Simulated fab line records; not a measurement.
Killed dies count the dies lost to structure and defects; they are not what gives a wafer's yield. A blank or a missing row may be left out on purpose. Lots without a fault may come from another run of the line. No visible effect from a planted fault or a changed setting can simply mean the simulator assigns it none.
Comparing a struck lot with a sound one :: flow n5-finfet :: 18 steps out of a route of 1938
Sound: these wafers, L184.1, L184.3, L184.5. Struck: wafers L195.2, L195.4 (left out: L195.1, a lot-mate that was not struck); the cause follows at the end.
Per side, at each step with rows, come the tool, then ch with its chambers, and then its first start. Under that, the readings that differ: sound wafers :: struck wafers :: difference of the means :: sigmas: that difference in standard deviations of wafers without a fault.
alike: a reading whose means differ by less than 2 such deviations, as well as words and numbers matching on both sides. not compared: withheld readings; readings where some wafer has no value; bounds like >300 that might hide an equal value; numbers whose values overlap and for which the record gives no deviation.
Wherever a step has rows on one side only, a row that says differs or no value, or a row with sigmas, the two part there. Numbers that don't overlap but have no deviation are shown without sigmas and don't part them. Lack of a reading on every wafer of one side parts them only where that side has two or more wafers.

first, 1 step without rows for these wafers: N5_MIM_TOP_LITHO_HARDBAKE_09 (time 120 s).
N5_MIM_TOP_LITHO_CD_MEAS_08 targets a cd of 2000 nm.
  sound on cd-sem-03 ch 0, day 13 11:26; struck on cd-sem-01 ch 0, day 16 00:01
  alike: cd-nm
N5_MIM_TOP_LITHO_OVL_MEAS_11:
  sound on overlay-01 ch 0, day 13 11:28; struck on overlay-02 ch 0, day 16 00:03
  alike: MIM_TOP_OVL
N5_MIM_TOP_LITHO_INSPECT_12: inspects for defects (macro).
  sound on defect-inspect-01, day 13 11:29; struck on defect-inspect-01, day 16 00:04
  alike: raw-defect-count
N5_MIM_TOP_LITHO_DESCUM_10: chemistry O2, time 7.9 s.
  sound on rie-diel-06 ch 1,2, day 13 11:32; struck on rie-diel-06 ch 1,2, day 16 00:20
  alike: drypump-motor-current-A, oes-product-au, rf-vpp-V, showerhead-plenum-p-Torr, temp-c, throttle-valve-pct
  not compared: rf-hours-counter-h
N5_MIM_TOP_ETCH_ETCH_00: etches TiN in Cl2/BCl3, target depth 38.5 nm.
  sound on rie-metal-02 ch 0,1, day 13 11:37; struck on rie-metal-02 ch 1, day 16 00:25
  alike: drypump-motor-current-A, oes-product-au, throttle-valve-pct
  not compared: rf-hours-counter-h
N5_MIM_TOP_ETCH_STRIP_01: strips in O2.
  sound on rie-diel-05 ch 1,2,3, day 13 11:46; struck on rie-diel-02 ch 1,2, day 16 00:34
  alike: drypump-motor-current-A, oes-product-au, rf-vpp-V, showerhead-plenum-p-Torr, temp-c, throttle-valve-pct
  not compared: rf-hours-counter-h
N5_MIM_TOP_ETCH_PECVD_03: deposits SiNx from SiH4/NH3/N2, target thk 20 nm, time 17.6 s.
  sound on pecvd-03 ch 0,2, day 13 11:49; struck on pecvd-03 ch 0,2, day 16 00:37
  alike: heater-power-w, showerhead-plenum-p-Torr, throttle-valve-pct
then, 4 steps without rows for these wafers: N5_MIM_BOT_LITHO_HMDS_01 (time 60 s); N5_MIM_BOT_LITHO_COAT_02; N5_MIM_BOT_LITHO_EBR_04; N5_MIM_BOT_LITHO_SOFTBAKE_03 (time 90 s).
N5_MIM_BOT_LITHO_EXPOSE_05: exposes mask MIM BOT.
  sound on krf-scanner-02 ch 0, day 13 12:00; struck on krf-scanner-01 ch 0, day 16 00:55
  alike: mask, focus-offset-nm
then, 3 steps without rows for these wafers: N5_MIM_BOT_LITHO_PEB_06; N5_MIM_BOT_LITHO_DEVELOP_07 (develop time 60 s); N5_MIM_BOT_LITHO_HARDBAKE_09 (time 120 s).
N5_MIM_BOT_LITHO_CD_MEAS_08 targets a cd of 3000 nm.
  sound on cd-sem-02 ch 0, day 13 12:11; struck on cd-sem-03 ch 0, day 16 01:06
reading: cd-nm (nm)
sound: 3001.2 3003.0 2997.5
struck: 3042.7 3046.4
difference: +44.0
sigmas: +19
N5_MIM_BOT_LITHO_OVL_MEAS_11:
  sound on overlay-01 ch 0, day 13 12:13; struck on overlay-02 ch 0, day 16 01:09
  alike: MIM_BOT_OVL

== WHERE THEY PART ==
At N5_MIM_BOT_LITHO_CD_MEAS_08 and nowhere else, as far as this record goes. Later steps at which nothing parts them and some readings are alike: N5_MIM_BOT_LITHO_OVL_MEAS_11.

WHY: what the simulator had put in
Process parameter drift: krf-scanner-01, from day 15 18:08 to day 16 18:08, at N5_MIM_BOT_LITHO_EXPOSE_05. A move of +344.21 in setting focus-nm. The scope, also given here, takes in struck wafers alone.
